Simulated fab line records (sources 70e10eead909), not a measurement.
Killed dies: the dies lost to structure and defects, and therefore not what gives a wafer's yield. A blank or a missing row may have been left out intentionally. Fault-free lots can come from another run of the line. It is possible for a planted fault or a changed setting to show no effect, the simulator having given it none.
Problem report in the 8D (eight disciplines) form, filled by code	flow nand-harc	the parts of the form that need people (team, actions taken, sign-off) are left out

## 1. WHAT WENT WRONG
rf-fwd-power-W at NHARC_A_STAIRCASE_ETCH_199 reads a mean of 497 W on 9 wafers of 3 lots; wafers without a fault read 593 W with a standard deviation of 3.1. Measured from the usual mean, that is -31 standard deviations.
The step: etches the open film in C4F8/O2, target depth 100 nm, time 40.5 s.
First observed at day 13 11:14: wafer L152.1, on rie-diel-02. At this step, 36 wafers from 12 lots have a number in the record. By rule, "out" or "out of limits" means more than 4 standard deviations away from the usual mean. All remaining wafers that have a number are taken as sound.

## 2. WHAT IT IS, AND WHAT IT ISN'T
question	is	is not
which readings at this step	rf-fwd-power-W, oes-product-au	rf-vpp-V
which lots	L152, L153, L154	L141, L142, L144, L158, L159, L160, L161, L163, L164
which wafers of those lots	all that have a number	-
read on which tools	rie-diel-02	rie-diel-01, rie-diel-07
when	from day 13 11:14	up to then (9 sound wafers); but 18 sound wafers of L158, L159, L160, L161, L163, L164 came after

## 3. THE SUSPECTS, EACH WITH WHAT RULES IT OUT
Counting: any tool at a process step up to the reading is kept as a suspect provided that every lot that is out went through it and no sound lot did after the first of them.
- rie-diel-02 at NHARC_A_STAIRCASE_ETCH_197 (etches the open film in C4F8/O2, target depth 100 nm, time 40.5 s): kept. Every lot that is out went through it, starting with L152 (day 13 11:14), and after that it ran no sound lot; the last sound lot it ran before then is L142 (day 11 09:23). NHARC_A_STAIRCASE_ETCH_197: start missing for some lots; hours and lot order therefore follow NHARC_A_STAIRCASE_ETCH_199.
- rie-diel-02 at NHARC_A_STAIRCASE_ETCH_199 (etches the open film in C4F8/O2, target depth 100 nm, time 40.5 s): kept. Every lot that is out went through it, starting with L152 (day 13 11:14), and after that it ran no sound lot; the last sound lot it ran before then is L142 (day 11 09:23). On those wafers its own readings are out: oes-product-au, rf-fwd-power-W.
What counting leaves: rie-diel-02 at NHARC_A_STAIRCASE_ETCH_197 and rie-diel-02 at NHARC_A_STAIRCASE_ETCH_199.

## 4. THE CAUSE (what the simulator had put in)
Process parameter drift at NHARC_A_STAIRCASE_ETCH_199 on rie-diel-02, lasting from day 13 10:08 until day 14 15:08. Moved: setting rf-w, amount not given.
After counting, 2 suspects remain, this tool included.

## 5. THE CHAIN OF EFFECTS, in route order
One row per reading whose mean, taken over the struck wafers that have a number, lies over 3 standard deviations from the usual. Readings are gone through only where the record gives a usual standard deviation; hours: the median, over the lots, of the time from a lot's start at the first step in this table giving one to that lot's start at this step; sigmas: the change measured in usual standard deviations.
hours	step	reading	usual	on struck wafers	change	sigmas
0	NHARC_A_STAIRCASE_ETCH_199	oes-product-au	0.945 a.u.	0.849	-0.096	-6.4
0	NHARC_A_STAIRCASE_ETCH_199	rf-fwd-power-W	593 W	497	-96	-31
The process steps in it:
- NHARC_A_STAIRCASE_ETCH_199: etches the open film in C4F8/O2, target depth 100 nm, time 40.5 s.

## 6. WHAT WOULD HAVE CAUGHT IT SOONER
In this record the first reading out of limits was taken at day 13 11:14, 1 hour after the fault began at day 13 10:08.
